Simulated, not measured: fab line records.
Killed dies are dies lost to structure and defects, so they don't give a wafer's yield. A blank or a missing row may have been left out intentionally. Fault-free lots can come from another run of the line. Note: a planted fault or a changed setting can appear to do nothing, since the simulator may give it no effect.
Which of the tools did it?	flow n5 finfet	36 wafers from 12 lots sampled at 3 of the route's 1938 steps

WHAT EACH GAUGE READ, for each wafer
N5_BEOL_M5_CD_MEAS_11: the cd target is 27.74 nm.
lot	measured	on	cd nm (nm)
L504	day 7 22:48	cd sem-01	28.43 28.73 28.40
L505	day 8 01:12	cd sem-01	28.17 28.13 27.99
L507	day 8 23:58	cd sem-03	28.00 27.78 28.09
L506	day 9 11:16	cd sem-01	28.21 28.32 28.13
L510	day 10 14:51	cd sem-03	27.80 27.71 27.70
L512	day 10 16:52	cd sem-01	27.83 28.23 27.95
L514	day 11 05:23	cd sem-02	28.25 28.14 28.38
L517	day 12 02:45	cd sem-01	27.86 28.19 28.04
L520	day 12 05:44	cd sem-01	27.90 27.90 27.78
L523	day 13 08:51	cd sem-03	28.16 28.10 28.10
L524	day 13 13:52	cd sem-03	27.50 28.34 28.12
L526	day 14 09:12	cd sem-02	28.66 27.88 28.40

N5_BEOL_M5_OVL_MEAS_12.
lot	measured	on	M5_OVL (nm)
L504	day 7 22:50	overlay-02	0.2 -1.0 -0.4
L505	day 8 01:14	overlay-02	0.6 0.3 -1.3
L507	day 9 00:00	overlay-01	1.1 1.0 1.0
L506	day 9 11:19	overlay-01	0.1 0.8 0.6
L510	day 10 14:53	overlay-02	0.1 0.1 -0.2
L512	day 10 16:53	overlay-01	0.1 -1.2 -0.4
L514	day 11 05:25	overlay-02	0.7 0.3 0.1
L517	day 12 02:47	overlay-02	-0.5 -0.2 0.4
L520	day 12 05:46	overlay-02	0.5 1.1 0.9
L523	day 13 08:53	overlay-01	0.6 0.6 0.5
L524	day 13 13:54	overlay-01	0.4 0.4 0.5
L526	day 14 09:14	overlay-01	0.0 0.5 0.7

TOOL THAT RAN EACH LOT (tool first, then ch and the chambers of the sampled wafers, then the start)
lot	N5_BEOL_M5_ILD_DEP_00
L504	pecvd-04 ch 0,2, day 7 21:11
L505	pecvd-03 ch 0,1,2, day 7 23:30
L507	pecvd-03 ch 1,2, day 8 21:44
L506	pecvd-03 ch 0,1,2, day 9 09:45
L510	pecvd-04 ch 0,1,2, day 10 11:11
L512	pecvd-04 ch 0,2, day 10 15:46
L514	pecvd-03 ch 1,2, day 10 23:11
L517	pecvd-02 ch 0,1, day 12 00:19
L520	pecvd-03 ch 0,1,2, day 12 02:50
L523	pecvd-04 ch 0,2, day 13 06:01
L524	pecvd-04 ch 1,2, day 13 11:40
L526	pecvd-02 ch 1,2, day 14 08:01
- N5_BEOL_M5_ILD_DEP_00: deposits SiCOH lowk from DEMS/porogen, target thk 140.64 nm, time 25.9 s.

WHAT THE TOOLS THEMSELVES READ (means of the sampled wafers that have a number; where no wafer has one, the mark that the record gives instead)
N5_BEOL_M5_ILD_DEP_00.
lot	tool	heater power outer w (W)	heater power w (W)	showerhead plenum p Torr (Torr)	throttle valve pct (%)
L504	pecvd-04	124	314	5.747	13.3
L505	pecvd-03	134	280	5.732	13.8
L507	pecvd-03	119	265	5.726	13.7
L506	pecvd-03	119	262	5.743	13.6
L510	pecvd-04	114	283	5.747	14.2
L512	pecvd-04	103	288	5.741	13.5
L514	pecvd-03	139	288	5.727	13.3
L517	pecvd-02	118	270	5.732	15.0
L520	pecvd-03	124	264	5.740	13.3
L523	pecvd-04	127	318	5.742	13.6
L524	pecvd-04	149	320	5.748	14.9
L526	pecvd-02	136	306	5.731	14.4

THE ANSWER, worked out from the rows above alone
Rule: what is usual is taken from the lots themselves. Put in order of their means at a reading, lots are off if they are a third of the lots or fewer, leave a main group of 4 or more, and stand apart from it by a gap of 3 or more times the standard deviation of the main group's means; of several such gaps the widest counts. A main group whose means are all the same, to the digits that the tables above print for the reading, isn't used. Also off: a lot with no number at a reading for which 4 or more lots have one. Any other lot the step has rows for is counted as sound. Order of review: gauges by route order, followed by the tools' own readings, for which a lot's mean as printed above is used. At the first step where some lot is off, the reading lying furthest off is the one used; lots without a number count as furthest.
None of the lots is off at any reading shown; this tells nothing.

WHAT THE SIMULATOR PUT IN
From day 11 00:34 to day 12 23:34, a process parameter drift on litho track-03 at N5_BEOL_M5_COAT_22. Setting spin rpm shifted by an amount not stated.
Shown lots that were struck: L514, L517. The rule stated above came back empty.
